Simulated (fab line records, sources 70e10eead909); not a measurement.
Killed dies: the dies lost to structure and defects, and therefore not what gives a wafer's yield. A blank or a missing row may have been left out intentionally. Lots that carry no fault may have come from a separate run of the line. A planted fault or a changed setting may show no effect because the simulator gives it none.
A lot that was struck, set against a sound lot / flow nand-harc / 42 steps out of a route of 1302
Sound: wafers L797.1, L797.2, L797.6. Struck: wafer L790.6 (L790.2, L790.5, from the same lot, were not struck and are left out); the cause is given at the end.
Per side, at each step with rows, come the tool, then ch with its chambers, and then its first start. Under that, the readings that differ: sound wafers / struck wafers / difference of the means / sigmas: that difference in standard deviations of wafers without a fault.
alike: same words and numbers on both sides, and readings whose means sit less than 2 such deviations apart. not compared: any withheld reading, any reading some wafer has no value for, any bound like >300 that may hide the same value, and any number with overlapping values for which the record gives no deviation.
The two part at a step that has a row with sigmas, a row that says differs or no value, or rows on one side only. Numbers that have no deviation but don't overlap get no sigmas and don't part them. Lack of a reading on every wafer of one side parts them only where that side has two or more wafers.

first, 2 steps without rows for these wafers: NHARC_A_CONTACT_ETCH_48 (etches the open film in CF4, target depth 39 nm, time 65 s); NHARC_A_CONTACT_ETCH_49 (etches the open film in N2/H2, target depth 260 nm, time 475.3 s).
NHARC_A_CONTACT_ETCH_50: etches the open film in CF4/CHF3, target depth 121 nm, time 60.5 s.
  sound: rie-diel-04 ch 1,2; struck: rie-diel-11 ch 3
  alike: chamber-pressure-mTorr, drypump-motor-current-A, oes-product-au, rf-vpp-V, showerhead-plenum-p-Torr, throttle-valve-pct
  not compared: rf-hours-counter-h
NHARC_A_CONTACT_ETCH_51: etches the open film in O2/COS, target depth 7000 nm, time 1820 s.
  sound: rie-diel-04 ch 1,2,3; struck: rie-diel-11 ch 2
reading=oes-product-au (a.u.); sound=0.986 0.998 1.021; struck=0.973; difference=-0.029; sigmas=-2
  alike: chamber-pressure-mTorr, drypump-motor-current-A, rf-vpp-V, showerhead-plenum-p-Torr, throttle-valve-pct
  not compared: rf-hours-counter-h
NHARC_A_CONTACT_ETCH_111: etches the open film in C4F8/O2/Ar, time 140 s, target depth 700 nm.
  sound on har-cap-etch-02 ch 0,1, day 28 08:58; struck on har-cap-etch-01 ch 0, day 25 09:05
  alike: chamber-pressure-mTorr
  not compared: rf-hours-counter-h
then, 7 steps without rows for these wafers: NHARC_A_CONTACT_ETCH_112 (etches the open film in C4F8/O2/Ar, time 190 s, target depth 1850 nm); NHARC_A_CONTACT_ETCH_113 (etches the open film in C4F8/O2/Ar, time 190 s, target depth 1850 nm); NHARC_A_CONTACT_ETCH_114 (etches the open film in C4F8/O2/Ar, time 190 s, target depth 1850 nm); NHARC_A_CONTACT_ETCH_115 (etches the open film in C4F8/O2/Ar, time 190 s, target depth 1850 nm); NHARC_A_CONTACT_ETCH_116 (etches the open film in C4F8/O2/Ar, time 190 s, target depth 1850 nm); NHARC_A_CONTACT_ETCH_117 (etches the open film in C4F8/O2/Ar, time 190 s, target depth 1850 nm); NHARC_A_CONTACT_ETCH_118 (etches the open film in C4F8/O2/Ar, time 190 s, target depth 1850 nm).
NHARC_A_CONTACT_ETCH_119: etches the open film in C4F8/O2/Ar, time 190 s, target depth 1850 nm.
  sound on har-cap-etch-02 ch 0,1, day 28 10:22; struck on har-cap-etch-01 ch 0, day 25 10:29
  alike: chamber-pressure-mTorr
  not compared: rf-hours-counter-h
then, 1 step without rows for these wafers: NHARC_A_CONTACT_ETCH_120 (etches the open film in C4F8/O2/Ar, time 190 s, target depth 1850 nm).
NHARC_A_CONTACT_ETCH_121: etches the open film in C4F8/O2/Ar, time 190 s, target depth 1850 nm.
  sound on har-cap-etch-02 ch 0,1, day 28 10:43; struck on har-cap-etch-01 ch 0, day 25 10:50
  alike: chamber-pressure-mTorr
  not compared: rf-hours-counter-h
then, 2 steps without rows for these wafers: NHARC_A_CONTACT_ETCH_122 (etches the open film in C4F8/O2/Ar, time 190 s, target depth 1850 nm); NHARC_A_CONTACT_ETCH_123 (etches the open film in C4F8/O2/Ar, time 490 s, target depth 2110 nm).
NHARC_A_CONTACT_ETCH_90: etches the open film in CH3F/O2, target depth 40 nm, time 85.7 s.
  sound on rie-diel-04 ch 0,1,3, day 28 12:04; struck on rie-diel-04 ch 1, day 25 12:09
reading=oes-product-au (a.u.); sound=0.92 0.93 0.92; struck=1.00; difference=+0.08; sigmas=+2
  alike: chamber-pressure-mTorr, drypump-motor-current-A, rf-vpp-V, showerhead-plenum-p-Torr, throttle-valve-pct
  not compared: rf-hours-counter-h
then, 1 step without rows for these wafers: NHARC_A_CONTACT_ETCH_96 (etches the open film in C4F6/O2, target depth 20 nm, time 10 s).
NHARC_A_CONTACT_CD_MEAS_53:
  struck on cd-sem-02, day 25 12:20; sound on cd-sem-01, day 28 12:14
  alike: cd-nm
then, 18 steps without rows for these wafers: NHARC_A_CONTACT_STRIP_99 (strips in N2/H2); NHARC_A_CONTACT_STRIP_100 (strips in CF4/CHF3); NHARC_A_CONTACT_STRIP_101 (strips in O2/COS); NHARC_A_CONTACT_ETCH_102 (etches the open film in CF4/O2, target depth 100 nm, overetch 10 nm, time 55 s); NHARC_A_CONTACT_STRIP_55 (strips in O2); NHARC_A_CONTACT_STRIP_56 (strips in post etch residue remover, time 600 s); NHARC_A_CONTACT_DEP_57 (deposits aC, target thk 5300 nm); NHARC_A_CONTACT_DEP_58 (deposits SiON, target thk 90 nm); NHARC_A_CONTACT_DEHYDRATE_59 (time 120 s); NHARC_A_CONTACT_HMDS_60 (time 30 s); NHARC_A_CONTACT_COAT_61 (time 75 s); NHARC_A_CONTACT_COAT_62 (time 65 s); NHARC_A_CONTACT_COAT_63 (resist thk 90 nm); NHARC_A_CONTACT_SOFTBAKE_64 (time 55 s); NHARC_A_CONTACT_EBR_65; NHARC_A_CONTACT_EXPOSE_66 (exposes mask A CC 2); NHARC_A_CONTACT_PEB_67 (peb time 65 s); NHARC_A_CONTACT_DEVELOP_68 (develop time 35 s).
NHARC_A_CONTACT_CD_MEAS_69 targets a cd of 300 nm.
  sound on cd-sem-03 ch 0, day 28 19:55; struck on cd-sem-02 ch 0, day 25 17:17
  alike: cd-nm
NHARC_A_CONTACT_OVL_MEAS_70:
  struck on overlay-02, day 25 17:23; sound on overlay-01, day 28 20:00
  alike: overlay-x-nm, overlay-y-nm
then, 1 step without rows for these wafers: NHARC_A_CONTACT_DESCUM_74 (chemistry O2, time 3 s).
-- break in the record here, with 3 days between the starts of the struck wafers on either side (left off in module A_CONTACT, picked up again in module END, where the first step shown is number 1302 on the route) --
NHARC_END_SORT_01:
  at this point the record logs the struck wafers (prober-01 ch 0, day 28 07:50) and has no rows for the sound ones

## WHERE THEY PART
At NHARC_A_CONTACT_ETCH_51 first; at NHARC_END_SORT_01 last (within this record only).

WHY: what had been put in by the simulator
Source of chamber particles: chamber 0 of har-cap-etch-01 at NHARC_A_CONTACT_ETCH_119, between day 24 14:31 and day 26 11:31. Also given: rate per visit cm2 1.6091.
